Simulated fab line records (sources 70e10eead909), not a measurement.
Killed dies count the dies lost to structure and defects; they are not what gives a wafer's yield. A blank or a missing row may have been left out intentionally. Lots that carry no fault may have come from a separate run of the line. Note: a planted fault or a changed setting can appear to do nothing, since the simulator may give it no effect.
fab line records + flow nand-harc + part 2 of 2: steps 30 to 36 of 36
[record]
- lots = 5
- wafers = 15
- last-day = 26
route steps=1159 shown A_STAIRCASE@703
lots untouched by any fault: they come from a run of this same line in which no faults occurred
start-h: hours from the record's first day to the start of the lot's first wafer shown + wait-h: how many hours have passed since the lot's step before this one + " the same as in the row above + L1.1+2: several wafers, shown together as one row + - either no value or no given start + * or withheld: withheld + < > ~ a bound
route shown NAME@n: a module of which the file shows steps, and the number in the route of the first + usual: the fault-free wafers' mean and standard deviation + same: alike in all rows + chamber/n: place in a boat + sites: per-site readings + _std_site: how widely they spread, as a standard deviation + _edge_site: mean of outer sites minus mean of inner sites + radius-mm: for every site, how far away it sits from the centre of the wafer + mask NAME#n: copy n + behind: the tool/chamber that last shaped the wafer + hold: why the lot went on hold/how many hours it stayed there/how the hold came to an end + device: the n, p or np transistor that did not switch + end of line: tests run on the same wafers once the route is complete + where a step has no rows: the recipe by itself + killed: dies that structure and defects cost at the first sort, which is not the same as the wafer's yield + map: a wafer's dies, x killed, . not, _ none there
set.NAME: the setting as run; set.NAME@STEP: as run at that earlier step + model.NAME: the simulator's own value behind a step, which no gauge read
lots at some steps of the route; a table a step, a row a wafer
services: when a tool's chamber went out of use (start-h, in hours from the record's first day, below 0 if earlier), for how many hours, and the reason
[[steps]]
[step NHARC_A_STAIRCASE_ETCHBACK_422]
[recipe]
- target-depth-a = 400
- over-etch-frac = 0.3
- time-s = 74.286
- ion-energy-ev = 120
- ch3f-flow-sccm = 50
- o2-flow-sccm = 30
- ar-flow-sccm = 200
- rf-w = 500
- bias-w = 100
- chemistry = CH3F/O2
[usual]
- drypump-motor-current-A = 5.8/0.47
- mfc-ar-sccm = 200.0/0.61
- oes-product-au = 0.97/0.032
- rf-vpp-V = 244.6/1.5
- showerhead-plenum-p-Torr = 2.48/0.099
- throttle-valve-pct = 20.662/0.0094
| lot.wafer | tool        | chamber | start-h | wait-h | drypump-motor-current-A | mfc-ar-sccm | oes-product-au | rf-hours-counter-h | rf-vpp-V | showerhead-plenum-p-Torr | throttle-valve-pct |
|-----------|-------------|---------|---------|--------|-------------------------|-------------|----------------|--------------------|----------|--------------------------|--------------------|
| L075.3    | rie-diel-11 | 2       | 377.91  | 0.2    | 5.9                     | 199.3       | 0.98           | 0                  | 241.3    | 2.29                     | 20.657             |
| L075.4    | "           | 3       | "       | "      | 5.3                     | 200.4       | 0.98           | 0                  | 243.4    | 2.50                     | 20.671             |
| L075.6    | "           | 0       | "       | "      | 6.0                     | 200.5       | 0.98           | -                  | 247.5    | 2.63                     | 20.664             |
| L084.3    | rie-diel-05 | 2       | 391.75  | 0.2    | 6.5                     | 200.1       | 0.99           | 19                 | 244.6    | 2.54                     | 20.669             |
| L084.1    | "           | 3       | "       | "      | 5.5                     | 200.4       | 1.01           | 20                 | 242.3    | 2.35                     | 20.679             |
| L084.6    | "           | 0       | "       | "      | 5.3                     | 200.3       | 0.99           | -                  | 243.8    | 2.46                     | 20.666             |
| L083.4    | rie-diel-11 | 2       | 393.35  | 0.2    | 5.9                     | 200.3       | 0.98           | 5                  | 243.3    | 2.29                     | 20.656             |
| L083.1    | "           | 3       | "       | "      | 5.3                     | 199.3       | 0.98           | 5                  | 243.6    | 2.49                     | 20.668             |
| L083.6    | "           | 1       | "       | "      | 5.8                     | 199.7       | 0.99           | -                  | 243.9    | 2.53                     | 20.663             |
| L081.1    | rie-diel-11 | 0       | 393.51  | 0.3    | 6.1                     | 200.0       | 0.99           | 7                  | 246.0    | 2.63                     | 20.665             |
| L081.4    | "           | 1       | "       | "      | 5.9                     | 199.5       | 1.00           | 7                  | 244.9    | 2.53                     | 20.660             |
| L081.5    | "           | 2       | "       | "      | 5.9                     | 199.8       | 0.99           | -                  | 243.2    | 2.29                     | 20.662             |
| L085.3    | rie-diel-04 | 3       | 396.47  | 0.1    | 5.1                     | 199.7       | 0.93           | 58                 | 246.3    | 2.62                     | 20.660             |
| L085.5    | "           | 3       | "       | "      | 5.1                     | 200.0       | 0.93           | -                  | 245.5    | 2.62                     | 20.662             |
| L085.4    | "           | 1       | "       | "      | 5.4                     | 201.0       | 0.93           | -                  | 246.1    | 2.49                     | 20.666             |
[step NHARC_A_STAIRCASE_ETCH_423]
[recipe]
- target-depth-a = 300
- chemistry = dHF
- material = SiO2
| lot.wafer  | tool         | chamber | start-h | wait-h |
|------------|--------------|---------|---------|--------|
| L075.4+6+3 | wet-bench-06 | 6,7,0   | 378.06  | 0.1    |
| L084.6+3+1 | wet-bench-02 | 4,5,7   | 391.89  | 0.1    |
| L083.1+4+6 | wet-bench-04 | 5,0,2   | 393.48  | 0.1    |
| L081.1+5+4 | wet-bench-06 | 0,3,5   | 393.65  | 0.1    |
| L085.4+5+3 | wet-bench-04 | 3,4,0   | 396.66  | 0.1    |
[step NHARC_A_STAIRCASE_ETCHBACK_157]
[recipe]
- target-depth-a = 900
- over-etch-frac = 0.3
- time-s = 167.14
- ion-energy-ev = 120
- ch3f-flow-sccm = 50
- o2-flow-sccm = 30
- ar-flow-sccm = 200
- rf-w = 500
- bias-w = 100
- chemistry = CH3F/O2
[usual]
- drypump-motor-current-A = 5.8/0.48
- mfc-ar-sccm = 200.0/0.59
- oes-product-au = 0.982/0.027
- rf-vpp-V = 244.5/1.7
- showerhead-plenum-p-Torr = 2.47/0.1
- throttle-valve-pct = 20.662/0.0085
| lot.wafer | tool        | chamber | start-h | wait-h | drypump-motor-current-A | mfc-ar-sccm | oes-product-au | rf-hours-counter-h | rf-vpp-V | showerhead-plenum-p-Torr | throttle-valve-pct |
|-----------|-------------|---------|---------|--------|-------------------------|-------------|----------------|--------------------|----------|--------------------------|--------------------|
| L075.3    | rie-diel-11 | 2       | 378.25  | 0.2    | 5.9                     | 200.3       | 0.981          | 0                  | 240.3    | 2.29                     | 20.654             |
| L075.4    | "           | 0       | "       | "      | 6.1                     | 199.5       | 0.990          | 1                  | 245.6    | 2.63                     | 20.655             |
| L075.6    | "           | 2       | "       | "      | 5.9                     | 199.5       | 0.993          | -                  | 241.9    | 2.29                     | 20.654             |
| L084.1    | rie-diel-04 | 3       | 392.16  | 0.2    | 5.1                     | 200.3       | 1.002          | 54                 | 247.2    | 2.62                     | 20.658             |
| L084.3    | "           | 0       | "       | "      | 6.4                     | 200.0       | 1.000          | 55                 | 244.8    | 2.35                     | 20.654             |
| L084.6    | "           | 2       | "       | "      | 6.4                     | 200.5       | 0.991          | -                  | 242.7    | 2.48                     | 20.647             |
| L083.4    | rie-diel-11 | 2       | 393.83  | 0.3    | 5.8                     | 199.8       | 0.990          | 5                  | 241.3    | 2.29                     | 20.665             |
| L083.1    | "           | 3       | "       | "      | 5.3                     | 200.5       | 0.985          | 6                  | 244.8    | 2.49                     | 20.672             |
| L083.6    | "           | 0       | "       | "      | 6.1                     | 200.7       | 0.994          | -                  | 246.1    | 2.63                     | 20.680             |
| L081.1    | rie-diel-11 | 0       | 394.18  | 0.5    | 6.1                     | 200.1       | 0.991          | 7                  | 246.3    | 2.63                     | 20.659             |
| L081.4    | "           | 3       | "       | "      | 5.3                     | 200.1       | 0.976          | 6                  | 245.9    | 2.49                     | 20.649             |
| L081.5    | "           | 0       | "       | "      | 6.1                     | 200.8       | 0.999          | -                  | 245.4    | 2.63                     | 20.660             |
| L085.3    | rie-diel-05 | 1       | 396.88  | 0.1    | 6.1                     | 199.4       | 0.996          | 23                 | 244.1    | 2.40                     | 20.675             |
| L085.4    | "           | 2       | "       | "      | 6.5                     | 199.7       | 0.996          | 20                 | 246.1    | 2.54                     | 20.656             |
| L085.5    | "           | 0       | "       | "      | 5.3                     | 200.6       | 1.003          | -                  | 243.8    | 2.46                     | 20.664             |
[step NHARC_A_STAIRCASE_STRIP_475]
[recipe]
- time-s = 20
- o2-flow-sccm = 500
- ar-flow-sccm = 0
- bias-w = 0
- chemistry = O2
[usual]
- drypump-motor-current-A = 5.8/0.48
- mfc-ar-sccm = 0.007/0.012
- oes-product-au = 0.999/0.01
- rf-vpp-V = 57.8/0.97
- showerhead-plenum-p-Torr = 3.54/0.14
- throttle-valve-pct = 17.036/0.0091
| lot.wafer | tool        | chamber | start-h | wait-h | drypump-motor-current-A | mfc-ar-sccm | oes-product-au | rf-hours-counter-h | rf-vpp-V | showerhead-plenum-p-Torr | throttle-valve-pct |
|-----------|-------------|---------|---------|--------|-------------------------|-------------|----------------|--------------------|----------|--------------------------|--------------------|
| L075.3    | rie-diel-11 | 1       | -       | -      | 5.9                     | 0           | 0.984          | 0                  | 58.7     | 3.62                     | 17.022             |
| L075.4    | "           | 2       | "       | "      | 5.9                     | 0           | 0.987          | 0                  | 58.9     | 3.30                     | 17.037             |
| L075.6    | "           | 1       | "       | "      | 5.9                     | 0           | 0.986          | -                  | 57.8     | 3.62                     | 17.039             |
| L084.1    | rie-diel-04 | 0       | -       | -      | 6.4                     | 0           | 1.009          | 55                 | 56.5     | 3.38                     | 17.031             |
| L084.3    | "           | 2       | "       | "      | 6.4                     | 0           | 1.005          | 49                 | 58.1     | 3.56                     | 17.021             |
| L084.6    | "           | 0       | "       | "      | 6.4                     | 0           | 1.015          | -                  | 59.2     | 3.38                     | 17.033             |
| L083.1    | rie-diel-11 | 2       | -       | -      | 5.9                     | 0           | 0.985          | 6                  | 58.2     | 3.30                     | 17.032             |
| L083.4    | "           | 0       | "       | "      | 6.1                     | 0.007       | 0.986          | 7                  | 59.0     | 3.76                     | 17.043             |
| L083.6    | "           | 2       | "       | "      | 5.9                     | 0           | 0.990          | -                  | 56.1     | 3.30                     | 17.038             |
| L081.1    | rie-diel-11 | 0       | -       | -      | 6.1                     | 0.007       | 0.987          | 8                  | 58.8     | 3.76                     | 17.022             |
| L081.4    | "           | 2       | "       | "      | 5.8                     | 0           | 0.996          | 6                  | 58.3     | 3.30                     | 17.038             |
| L081.5    | "           | 0       | "       | "      | 6.1                     | 0.007       | 0.991          | -                  | 58.6     | 3.76                     | 17.041             |
| L085.4    | rie-diel-05 | 0       | -       | -      | 5.3                     | 0           | 0.994          | 26                 | 58.0     | 3.53                     | 17.054             |
| L085.3    | "           | 1       | "       | "      | 6.1                     | 0           | 0.998          | 23                 | 56.4     | 3.45                     | 17.037             |
| L085.5    | "           | 0       | "       | "      | 5.3                     | 0           | 0.994          | -                  | 58.9     | 3.53                     | 17.046             |
[step NHARC_A_STAIRCASE_DEP_471]
[recipe]
- target-thk-a = 1000
- temp-c = 400
- pressure-torr = 6.5
- rf-w = 900
- teos-flow-sccm = 161.4
- flow-sccm = 2650
- target-thk-nm = 100
- gas = O2
- material = SiO2
[usual]
- heater-power-outer-w = 322/56
- heater-power-w = 580/79
- throttle-valve-pct = 15.6/0.53
| lot.wafer | tool     | chamber | start-h | wait-h | heater-power-outer-w | heater-power-w | throttle-valve-pct |
|-----------|----------|---------|---------|--------|----------------------|----------------|--------------------|
| L075.3    | pecvd-02 | 1       | 378.73  | -      | 339                  | 519            | 15.5               |
| L075.6    | "        | 2       | "       | "      | 343                  | 576            | 15.5               |
| L075.4    | "        | 0       | "       | "      | 345                  | 620            | 15.7               |
| L084.1    | pecvd-03 | 1       | 392.47  | -      | 335                  | 586            | 15.8               |
| L084.3    | "        | 2       | "       | "      | 215                  | 496            | 15.4               |
| L084.6    | "        | 1       | "       | "      | 333                  | 610            | 15.5               |
| L083.1    | pecvd-02 | 0       | 394.45  | -      | 245                  | 506            | 15.6               |
| L083.4    | "        | 1       | "       | "      | 331                  | 528            | 15.5               |
| L083.6    | "        | 2       | "       | "      | 416                  | 691            | 15.5               |
| L081.1    | pecvd-03 | 0       | 394.54  | -      | 283                  | 564            | 14.9               |
| L081.5    | "        | 1       | "       | "      | 321                  | 579            | 15.5               |
| L081.4    | "        | 2       | "       | "      | 219                  | 498            | 15.1               |
| L085.3    | pecvd-02 | 0       | 397.14  | -      | 281                  | 544            | 15.7               |
| L085.4    | "        | 0       | "       | "      | 281                  | 534            | 15.5               |
| L085.5    | "        | 1       | "       | "      | 255                  | 411            | 15.5               |
[step NHARC_A_STAIRCASE_CMP_472]
[recipe]
- material = SiO2
[usual]
- motor-current-A = 12.1/1.5
| lot.wafer | tool   | chamber | start-h | wait-h | motor-current-A |
|-----------|--------|---------|---------|--------|-----------------|
| L075.3    | cmp-03 | 3       | 379.01  | 0.2    | 14.8            |
| L075.4    | "      | 1       | "       | "      | 10.9            |
| L075.6    | "      | 3       | "       | "      | 15.2            |
| L084.3    | cmp-01 | 0       | 392.74  | 0.2    | 12.6            |
| L084.1    | "      | 3       | "       | "      | 13.1            |
| L084.6    | "      | 0       | "       | "      | 12.4            |
| L083.4    | cmp-02 | 0       | 394.66  | 0.2    | 14.3            |
| L083.1    | "      | 2       | "       | "      | 13.2            |
| L083.6    | "      | 1       | "       | "      | 11.0            |
| L081.4    | cmp-03 | 1       | 394.82  | 0.1    | 10.1            |
| L081.1    | "      | 3       | "       | "      | 15.2            |
| L081.5    | "      | 1       | "       | "      | 10.6            |
| L085.3    | cmp-02 | 1       | 397.42  | 0.2    | 11.1            |
| L085.4    | "      | 3       | "       | "      | 11.0            |
| L085.5    | "      | 2       | "       | "      | 12.4            |
[step NHARC_A_STAIRCASE_SRD_474]
| lot.wafer  | tool         | chamber | start-h | wait-h |
|------------|--------------|---------|---------|--------|
| L075.3+6+4 | wet-bench-02 | 7,0,3   | 379.27  | 0.0    |
| L084.1+3+6 | wet-bench-02 | 5,7,0   | 393.00  | 0.0    |
| L083.4+1+6 | wet-bench-04 | 5,6,7   | 394.93  | 0.0    |
| L081.4+1+5 | wet-bench-06 | 3,5,6   | 395.08  | 0.0    |
| L085.5+3+4 | wet-bench-06 | 6,7,1   | 397.69  | 0.0    |
[[services]]
| tool            | chamber | start-h | hours | kind   |
|-----------------|---------|---------|-------|--------|
| ald-hk-03       | -       | 324.40  | 10.0  | pm     |
| cmp-02          | -       | 324.52  | 4.0   | pm     |
| pecvd-03        | 1       | 332.93  | 3.5   | repair |
| pecvd-02        | -       | 334.14  | 13.0  | pm     |
| wet-bench-04    | -       | 339.20  | 8.0   | pm     |
| krf-scanner-03  | -       | 340.00  | 4.0   | pm     |
| litho-track-02  | -       | 340.00  | 7.0   | pm     |
| rie-diel-05     | -       | 341.18  | 9.0   | pm     |
| cmp-01          | -       | 347.77  | 0.2   | repair |
| cmp-03          | -       | 352.05  | 4.0   | pm     |
| wet-bench-02    | -       | 356.00  | 8.0   | pm     |
| krf-scanner-02  | -       | 357.32  | 6.7   | repair |
| pecvd-03        | -       | 358.21  | 0.9   | repair |
| plasma-asher-02 | -       | 360.42  | 9.0   | pm     |
| pecvd-03        | -       | 360.50  | 2.8   | repair |
| krf-scanner-03  | -       | 363.34  | 2.0   | repair |
| litho-track-07  | -       | 364.00  | 7.0   | pm     |
| cmp-03          | -       | 365.12  | 1.4   | repair |
| rie-diel-11     | -       | 367.63  | 9.0   | pm     |
| cmp-02          | -       | 372.91  | 6.1   | repair |
| cmp-01          | -       | 374.05  | 0.5   | repair |
| cmp-01          | -       | 375.50  | 4.0   | pm     |
| krf-scanner-02  | -       | 382.00  | 4.0   | pm     |
| krf-scanner-02  | -       | 394.92  | 4.1   | repair |
